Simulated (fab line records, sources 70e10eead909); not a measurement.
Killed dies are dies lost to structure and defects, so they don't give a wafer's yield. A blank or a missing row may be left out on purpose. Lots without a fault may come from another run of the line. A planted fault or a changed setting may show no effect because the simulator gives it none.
fab line records | flow nand_harc | part 1 of 2: steps 1 to 4 of 6
record lots=22 wafers=66 last_day=33
route steps=1302 shown A_CHANNEL_FILL_D2@637 A_STAIRCASE@674
lots that met no fault: from a run of the same line without faults
start_h: hours from the record's first day to the start of the lot's first wafer shown | wait_h: hours since the lot's step before | " the same as in the row above | L1.1+2: a row that stands for several wafers | - no value, or no start given | * or withheld: withheld | < > ~ a bound
route shown NAME@n: a module of which the file shows steps, and the number in the route of the first | usual: mean/standard deviation of fault-free wafers | same: alike in all rows | chamber/n: place in a boat | sites: the reading at each site | _std_site: their standard deviation | _edge_site: outer sites' mean less inner sites' | radius_mm: how far each site lies from the wafer's centre | mask NAME#n: copy n | behind: the tool/chamber that last shaped the wafer | hold: why the lot was held/for how many hours/how that ended | device: the transistor (n, p or np) that didn't switch | end of line: the same wafers' tests at the end of the route | a step without rows: its recipe alone | killed: dies lost to structure and defects at the first sort, not the wafer's yield | map: a wafer's dies, x killed, . not, _ none there
set.NAME: the setting as run; set.NAME@STEP: as run at that earlier step | model.NAME: the simulator's own value behind a step, which no gauge read
steps of the route over a sample of lots; a table a step, a row a wafer
services: from which hour (start_h, from the record's first day; less than 0 if before it) a tool's chamber was out of use, for how many hours, and why
## steps
# step NHARC_A_CHANNEL_FILL_D2_RTA_24
# recipe temp_c=1000 time_s=5
# usual anneal_temp_c_max=1003.3/0.67 lamp_power_pct=30.7/1.4 lamp_zone_5_pct=30.7/1.4 wafer_temp_C_max=1004.0/0.96
# columns lot.wafer tool chamber start_h wait_h anneal_temp_c_max lamp_power_pct lamp_zone_5_pct wafer_temp_C_max
L075.1 rtp_anneal-02 0 357.68 0.0 1003.5 31.6 31.7 1004.2
L075.4 " 0 " " 1002.6 31.7 31.6 1003.5
L075.5 " 0 " " 1002.4 31.6 31.6 1003.3
L074.2 rtp_anneal-01 0 357.71 0.1 1003.0 28.5 28.5 1003.8
L074.5 " 0 " " 1003.0 28.6 28.6 1004.0
L074.6 " 0 " " 1002.8 28.6 28.5 1004.2
L076.1 rtp_anneal-02 0 378.03 0.0 1004.4 31.7 31.7 1004.9
L076.3 " 0 " " 1004.0 31.7 31.7 1004.1
L076.5 " 0 " " 1004.2 31.7 31.7 1006.1
L077.1 rtp_anneal-02 0 378.20 0.2 1003.7 31.7 31.7 1004.5
L077.3 " 0 " " 1003.6 31.6 31.7 1004.4
L077.6 " 0 " " 1002.6 31.6 31.7 1004.8
L078.4 rtp_anneal-02 0 381.71 0.1 1003.7 31.7 31.7 1002.2
L078.5 " 0 " " 1004.7 31.6 31.7 1006.4
L078.6 " 0 " " 1002.4 31.7 31.7 1004.8
L079.1 rtp_anneal-01 0 404.34 0.0 1003.5 28.5 28.5 1002.5
L079.3 " 0 " " 1003.0 28.6 28.5 1003.1
L079.5 " 0 " " 1004.0 28.5 28.5 1003.4
L080.3 rtp_anneal-02 0 404.39 0.1 1002.6 31.7 31.7 1003.2
L080.4 " 0 " " 1003.7 31.6 31.6 1003.2
L080.5 " 0 " " 1002.5 31.7 31.7 1002.6
L081.2 rtp_anneal-02 0 413.29 0.1 1003.9 31.7 31.7 1004.3
L081.3 " 0 " " 1004.3 31.7 31.7 1003.2
L081.5 " 0 " " 1003.9 31.7 31.6 1005.7
L083.2 rtp_anneal-02 0 426.09 0.1 1004.1 31.6 31.6 1007.1
L083.3 " 0 " " 1002.5 31.6 31.6 1005.0
L083.5 " 0 " " 1002.5 31.6 31.6 1004.3
L082.2 rtp_anneal-01 0 429.83 0.1 1004.1 28.6 28.5 1003.2
L082.5 " 0 " " 1004.2 28.5 28.5 1003.8
L082.6 " 0 " " 1003.2 28.5 28.5 1002.8
L085.2 rtp_anneal-02 0 453.63 0.1 1003.1 31.7 31.7 1004.4
L085.3 " 0 " " 1003.1 31.7 31.6 1004.9
L085.5 " 0 " " 1004.8 31.7 31.6 1004.7
L084.4 rtp_anneal-01 0 453.69 0.1 1003.2 28.5 28.5 1003.3
L084.5 " 0 " " 1002.9 28.6 28.5 1003.0
L084.6 " 0 " " 1003.5 28.5 28.5 1003.5
L086.1 rtp_anneal-01 0 473.45 0.0 1003.7 28.5 28.5 1003.9
L086.2 " 0 " " 1003.5 28.5 28.5 1004.9
L086.6 " 0 " " 1003.8 28.6 28.5 1004.9
L087.1 rtp_anneal-02 0 485.33 0.0 1004.6 31.6 31.6 1004.3
L087.2 " 0 " " 1002.6 31.7 31.6 1004.5
L087.3 " 0 " " 1003.3 31.7 31.7 1004.7
L089.2 rtp_anneal-01 0 496.45 0.1 1002.5 28.5 28.5 1003.3
L089.4 " 0 " " 1002.1 28.5 28.5 1004.4
L089.5 " 0 " " 1003.9 28.5 28.5 1003.4
L088.1 rtp_anneal-02 0 507.90 0.2 1002.8 31.7 31.7 1004.6
L088.2 " 0 " " 1002.6 31.6 31.7 1002.2
L088.3 " 0 " " 1003.9 31.6 31.7 1002.8
L092.1 rtp_anneal-01 0 530.54 0.0 1003.3 28.5 28.5 1002.2
L092.2 " 0 " " 1002.5 28.5 28.5 1002.4
L092.5 " 0 " " 1002.5 28.5 28.6 1002.7
L093.1 rtp_anneal-02 0 540.16 0.0 1002.7 31.6 31.7 1003.1
L093.3 " 0 " " 1004.5 31.7 31.6 1004.9
L093.4 " 0 " " 1003.0 31.7 31.6 1004.6
L095.3 rtp_anneal-02 0 546.06 0.1 1003.6 31.7 31.7 1004.5
L095.4 " 0 " " 1003.5 31.7 31.6 1003.6
L095.5 " 0 " " 1003.6 31.7 31.6 1004.2
L094.2 rtp_anneal-02 0 549.03 0.1 1003.0 31.7 31.7 1005.3
L094.4 " 0 " " 1002.9 31.6 31.7 1002.9
L094.6 " 0 " " 1003.2 31.7 31.7 1006.0
L096.1 rtp_anneal-02 0 559.94 0.0 1003.0 31.7 31.6 1004.5
L096.4 " 0 " " 1004.1 31.6 31.7 1002.8
L096.5 " 0 " " 1002.9 31.6 31.6 1005.3
L097.1 rtp_anneal-02 0 580.91 0.0 1004.2 31.7 31.7 1004.3
L097.2 " 0 " " 1004.8 31.6 31.6 1005.6
L097.3 " 0 " " 1004.5 31.6 31.6 1003.2
# step NHARC_A_STAIRCASE_TRIM_18
# recipe time_s=211.2 o2_flow_sccm=500 ar_flow_sccm=0 bias_w=0 chemistry=O2
# usual drypump_motor_current_A=5.8/0.42 oes_product_au=1.005/0.011 rf_vpp_V=57.9/0.85 showerhead_plenum_p_Torr=3.60/0.12 throttle_valve_pct=17.038/0.009
# same bias_w=0
# columns lot.wafer tool chamber start_h wait_h drypump_motor_current_A oes_product_au rf_hours_counter_h rf_vpp_V showerhead_plenum_p_Torr throttle_valve_pct
L075.1 rie_diel-09 3 - - 6.4 1.008 8 57.5 3.78 17.043
L075.4 " 1 " " 5.9 0.994 - 56.9 3.65 17.029
L075.5 " 2 " " 6.2 1.011 - 57.6 3.59 17.046
L074.2 rie_diel-01 0 - - 6.0 0.987 48 58.2 3.36 17.037
L074.6 " 1 " " 5.3 0.978 - 56.7 3.47 17.029
L074.5 " 2 " " 6.4 0.990 - 56.0 3.35 17.041
L077.1 rie_diel-05 2 - - 5.9 1.006 44 58.1 3.60 17.029
L077.3 " 3 " " 5.2 1.005 47 58.6 3.78 17.041
L077.6 " 3 " " 5.2 0.997 - 58.2 3.78 17.037
L076.1 rie_diel-05 0 - - 5.0 0.999 47 58.1 3.58 17.034
L076.3 " 2 " " 5.9 1.002 44 59.1 3.60 17.037
L076.5 " 0 " " 5.0 1.007 - 58.2 3.58 17.035
L078.4 rie_diel-09 3 - - 6.4 1.002 - 59.0 3.77 17.048
L078.5 " 1 " " 5.9 0.991 - 58.1 3.64 17.036
L078.6 " 2 " " 6.1 1.017 - 57.5 3.58 17.039
L080.3 rie_diel-09 2 - - 6.2 1.013 31 57.2 3.58 17.034
L080.4 " 3 " " 6.4 1.005 30 58.2 3.77 17.039
L080.5 " 0 " " 5.8 0.995 - 59.5 3.63 17.036
L079.3 rie_diel-09 3 - - 6.4 1.005 30 59.1 3.77 17.032
L079.1 " 2 " " 6.2 1.021 31 56.7 3.58 17.021
L079.5 " 0 " " 5.8 0.994 - 58.1 3.63 17.022
L081.2 rie_diel-05 3 - - 5.2 1.001 1 58.7 3.77 17.048
L081.3 " 0 " " 5.0 1.007 2 58.9 3.58 17.016
L081.5 " 2 " " 5.9 0.998 - 58.0 3.60 17.038
L083.2 rie_diel-09 0 - - 5.8 0.996 21 58.6 3.63 17.046
L083.3 " 2 " " 6.2 1.025 38 57.8 3.57 17.031
L083.5 " 1 " " 5.9 0.993 - 57.2 3.64 17.019
L082.2 rie_diel-09 0 - - 5.8 0.981 23 58.1 3.62 17.030
L082.5 " 2 " " 6.2 1.024 - 57.9 3.57 17.045
L082.6 " 3 " " 6.4 1.015 - 58.0 3.76 17.043
L084.4 rie_diel-05 1 - - 5.8 1.022 18 57.0 3.73 17.032
L084.5 " 0 " " 5.0 1.015 - 57.9 3.57 17.032
L084.6 " 1 " " 5.8 1.009 - 57.4 3.73 17.043
L085.3 rie_diel-09 0 - - 5.8 0.992 31 57.8 3.62 17.053
L085.2 " 2 " " 6.2 1.010 51 58.0 3.57 17.032
L085.5 " 2 " " 6.2 1.019 - 59.4 3.57 17.042
L086.1 rie_diel-01 3 - - 5.8 0.992 10 56.9 3.56 17.031
L086.2 " 0 " " 6.0 1.004 25 56.7 3.34 17.039
L086.6 " 3 " " 5.8 0.995 - 57.7 3.56 17.035
L087.1 rie_diel-01 0 - - 6.0 1.016 27 57.3 3.34 17.040
L087.2 " 2 " " 6.4 0.995 26 57.4 3.33 17.039
L087.3 " 3 " " 5.8 1.004 11 58.4 3.56 17.040
L089.2 rie_diel-05 2 - - 5.9 1.007 31 58.5 3.58 17.029
L089.4 " 3 " " 5.2 1.010 28 58.4 3.76 17.050
L089.5 " 1 " " 5.8 1.007 - 57.3 3.72 17.032
L088.3 rie_diel-09 3 - - 6.5 1.000 1 58.2 3.75 17.053
L088.2 " 0 " " 5.7 1.029 1 57.5 3.61 17.060
L088.1 " 1 " " 5.9 1.001 1 56.5 3.62 17.046
L092.2 rie_diel-01 1 - - 5.2 0.993 53 57.2 3.44 17.042
L092.1 " 2 " " 6.4 0.993 44 57.0 3.32 17.033
L092.5 " 3 " " 5.8 1.000 - 57.5 3.55 17.037
L093.4 rie_diel-09 3 - - 6.4 1.018 13 57.5 3.74 17.036
L093.3 " 0 " " 5.8 1.027 16 59.3 3.61 17.047
L093.1 " 2 " " 6.3 1.029 11 56.9 3.55 17.031
L095.3 rie_diel-09 0 - - 5.8 1.033 17 56.9 3.61 17.028
L095.4 " 1 " " 5.9 0.998 15 58.2 3.62 17.037
L095.5 " 1 " " 5.9 1.006 - 58.5 3.62 17.035
L094.2 rie_diel-09 1 - - 5.9 1.000 16 59.3 3.62 17.040
L094.4 " 0 " " 5.8 1.026 18 57.2 3.60 17.043
L094.6 " 1 " " 5.9 1.003 - 57.7 3.62 17.016
L096.4 rie_diel-05 1 - - 5.8 1.002 58 57.5 3.71 17.039
L096.1 " 3 " " 5.2 1.003 53 59.4 3.74 17.040
L096.5 " 1 " " 5.8 0.999 - 59.4 3.71 17.044
L097.3 rie_diel-09 1 - - 5.9 1.000 28 57.2 3.61 17.038
L097.1 " 2 " " 6.2 0.996 24 57.5 3.55 17.049
L097.2 " 3 " " 6.4 1.014 28 59.9 3.73 17.046
# step NHARC_A_STAIRCASE_ETCH_21
# recipe target_depth_a=1000 time_s=40.5 ion_energy_ev=400 c4f8_flow_sccm=20 o2_flow_sccm=10 ar_flow_sccm=withheld rf_w=600 bias_w=1000 chemistry=C4F8/O2
# usual bias_w=1000.0/2.8 oes_product_au=0.950/0.017 rf_vpp_V=899/4.4
# columns lot.wafer tool chamber start_h wait_h bias_w oes_product_au rf_hours_counter_h rf_vpp_V
L075.1 rie_diel-09 2 - - 999.4 0.967 8 899
L075.4 " 1 " " 1001.2 0.941 - 901
L075.5 " 3 " " 1004.7 0.958 - 904
L074.2 rie_diel-01 3 - - 995.8 0.931 52 898
L074.5 " 2 " " 997.0 0.932 - 888
L074.6 " 3 " " 999.5 0.933 - 897
L077.3 rie_diel-05 1 - - 1001.5 0.971 49 903
L077.1 " 2 " " 1001.8 0.952 45 899
L077.6 " 1 " " 1000.6 0.961 - 905
L076.3 rie_diel-09 1 - - 1001.1 0.938 19 900
L076.1 " 2 " " 1001.1 0.957 16 899
L076.5 " 3 " " 1001.0 0.949 - 905
L078.4 rie_diel-05 1 - - 997.8 0.924 54 903
L078.6 " 1 " " 1000.2 0.919 - 903
L078.5 " 2 " " 1000.9 0.932 - 900
L079.1 rie_diel-09 2 - - 1006.0 0.981 31 896
L079.3 " 3 " " 998.5 0.950 30 904
L079.5 " 1 " " 998.8 0.948 - 899
L080.4 rie_diel-01 3 409.06 0.3 1001.3 0.931 - 899
L080.3 " 1 " " 999.1 0.917 - 893
L080.5 " 3 " " 1004.2 0.931 - 896
L081.3 rie_diel-05 1 - - 998.7 0.958 2 905
L081.2 " 2 " " 1003.6 0.935 2 899
L081.5 " 3 " " 995.9 0.945 - 904
L083.2 rie_diel-05 1 - - 995.4 0.943 7 903
L083.3 " 3 " " 1001.9 0.966 8 903
L083.5 " 1 " " 998.9 0.942 - 905
L082.2 rie_diel-01 1 435.82 0.3 1001.4 0.940 19 893
L082.5 " 2 " " 999.0 0.976 - 888
L082.6 " 0 " " 999.8 0.942 - 890
L084.4 rie_diel-05 1 - - 1005.0 0.947 18 902
L084.5 " 1 " " 1001.0 0.948 - 904
L084.6 " 2 " " 1000.4 0.944 - 899
L085.3 rie_diel-09 3 - - 1002.1 0.957 52 904
L085.2 " 0 " " 1000.2 0.931 31 899
L085.5 " 3 " " 1003.6 0.947 - 904
L086.2 rie_diel-09 0 - - 999.2 0.930 35 899
L086.1 " 2 " " 1000.8 0.937 55 895
L086.6 " 3 " " 994.6 0.936 - 905
L087.2 rie_diel-09 3 - - 1003.6 0.971 57 903
L087.1 " 1 " " 1000.4 0.939 50 899
L087.3 " 2 " " 999.9 0.978 57 897
L089.2 rie_diel-05 2 - - 1001.1 0.947 31 897
L089.4 " 0 " " 1000.0 0.971 29 897
L089.5 " 1 " " 995.7 0.956 - 905
L088.3 rie_diel-05 1 - - 1000.0 0.969 35 904
L088.2 " 2 " " 996.2 0.940 34 898
L088.1 " 3 " " 1003.7 0.946 32 904
L092.1 rie_diel-09 0 - - 997.8 0.978 11 899
L092.2 " 2 " " 995.2 0.976 8 896
L092.5 " 1 " " 1000.9 0.969 - 899
L093.1 rie_diel-09 1 - - 1000.2 0.944 13 899
L093.3 " 2 " " 998.2 0.956 11 896
L093.4 " 0 " " 1001.7 0.975 16 899
L095.3 rie_diel-09 0 - - 998.5 0.955 17 899
L095.4 " 1 " " 991.8 0.956 15 900
L095.5 " 3 " " 994.6 0.955 - 905
L094.2 rie_diel-01 2 - - 1000.5 0.946 51 888
L094.4 " 3 " " 1000.2 0.944 38 899
L094.6 " 2 " " 1002.9 0.941 - 890
L096.4 rie_diel-09 2 - - 1002.5 0.991 18 896
L096.1 " 3 " " 1003.0 0.954 22 903
L096.5 " 2 " " 1001.9 0.988 - 896
L097.1 rie_diel-09 0 - - 997.1 0.950 32 898
L097.3 " 1 " " 1002.0 0.945 28 898
L097.2 " 3 " " 999.0 0.941 28 903
# step NHARC_A_STAIRCASE_ETCH_23
# recipe target_depth_a=1000 time_s=40.5 ion_energy_ev=400 c4f8_flow_sccm=20 o2_flow_sccm=10 ar_flow_sccm=withheld rf_w=600 bias_w=1000 chemistry=C4F8/O2
# usual bias_w=1000/3 oes_product_au=0.945/0.015 rf_vpp_V=899/4.4
# columns lot.wafer tool chamber start_h wait_h bias_w oes_product_au rf_hours_counter_h rf_vpp_V
L074.2 rie_diel-01 3 - - 1000 0.948 52 898
L074.6 " 3 " " 1004 0.939 - 899
L074.5 " 0 " " 996 0.939 - 890
L075.1 rie_diel-09 3 - - 1001 0.944 8 906
L075.5 " 2 " " 1000 0.953 - 898
L075.4 " 3 " " 996 0.955 - 904
L077.1 rie_diel-05 0 - - 999 0.944 48 898
L077.3 " 1 " " 996 0.944 50 903
L077.6 " 3 " " 1003 0.927 - 904
L076.3 rie_diel-09 1 - - 997 0.941 19 898
L076.1 " 2 " " 1002 0.963 17 899
L076.5 " 1 " " 1000 0.944 - 901
L078.4 rie_diel-05 2 - - 997 0.944 48 899
L078.5 " 3 " " 997 0.936 - 905
L078.6 " 0 " " 999 0.931 - 898
L079.3 rie_diel-09 3 - - 997 0.955 30 905
L079.1 " 1 " " 998 0.936 28 899
L079.5 " 3 " " 1000 0.937 - 905
L080.3 rie_diel-01 1 410.23 0.9 1003 0.922 - 894
L080.4 " 1 " " 996 0.919 - 894
L080.5 " 1 " " 1000 0.915 - 894
L081.3 rie_diel-05 0 - - 999 0.950 2 898
L081.2 " 1 " " 998 0.926 2 905
L081.5 " 0 " " 1000 0.945 - 898
L083.2 rie_diel-05 3 - - 1000 0.948 8 904
L083.3 " 2 " " 994 0.938 9 898
L083.5 " 3 " " 1001 0.944 - 903
L082.2 rie_diel-01 1 - - 1003 0.924 19 895
L082.6 " 1 " " 1002 0.923 - 893
L082.5 " 2 " " 1002 0.916 - 889
L084.4 rie_diel-05 0 - - 1001 0.937 16 897
L084.6 " 3 " " 992 0.941 - 904
L084.5 " 0 " " 1000 0.948 - 897
L085.3 rie_diel-09 2 - - 999 0.946 51 898
L085.2 " 3 " " 997 0.949 52 903
L085.5 " 3 " " 998 0.943 - 904
L086.1 rie_diel-09 2 - - 1001 0.938 55 898
L086.2 " 3 " " 1001 0.934 55 903
L086.6 " 0 " " 1001 0.932 - 900
L087.2 rie_diel-09 2 - - 1003 0.957 58 898
L087.1 " 0 " " 999 0.955 38 899
L087.3 " 1 " " 998 0.927 50 899
L089.4 rie_diel-05 0 - - 995 0.960 29 898
L089.2 " 1 " " 994 0.965 32 903
L089.5 " 2 " " 998 0.946 - 899
L088.2 rie_diel-05 1 - - 1001 0.934 36 901
L088.3 " 2 " " 1004 0.928 34 897
L088.1 " 0 " " 999 0.933 33 897
L092.2 rie_diel-09 2 - - 1003 0.964 8 897
L092.1 " 0 " " 1004 0.978 11 899
L092.5 " 2 " " 1004 0.963 - 898
L093.1 rie_diel-09 0 - - 998 0.965 16 900
L093.4 " 1 " " 1001 0.948 14 897
L093.3 " 2 " " 997 0.966 11 897
L095.3 rie_diel-09 2 - - 1002 0.953 13 898
L095.4 " 3 " " 1003 0.958 15 903
L095.5 " 2 " " 999 0.963 - 897
L094.4 rie_diel-01 2 - - 1001 0.943 51 888
L094.2 " 0 " " 1000 0.955 55 888
L094.6 " 2 " " 1000 0.936 - 889
L096.1 rie_diel-09 1 - - 996 0.966 20 898
L096.4 " 0 " " 999 0.972 24 898
L096.5 " 1 " " 1002 0.963 - 900
L097.1 rie_diel-09 0 - - 1001 0.948 32 898
L097.3 " 1 " " 1001 0.945 28 900
L097.2 " 2 " " 1003 0.962 24 896
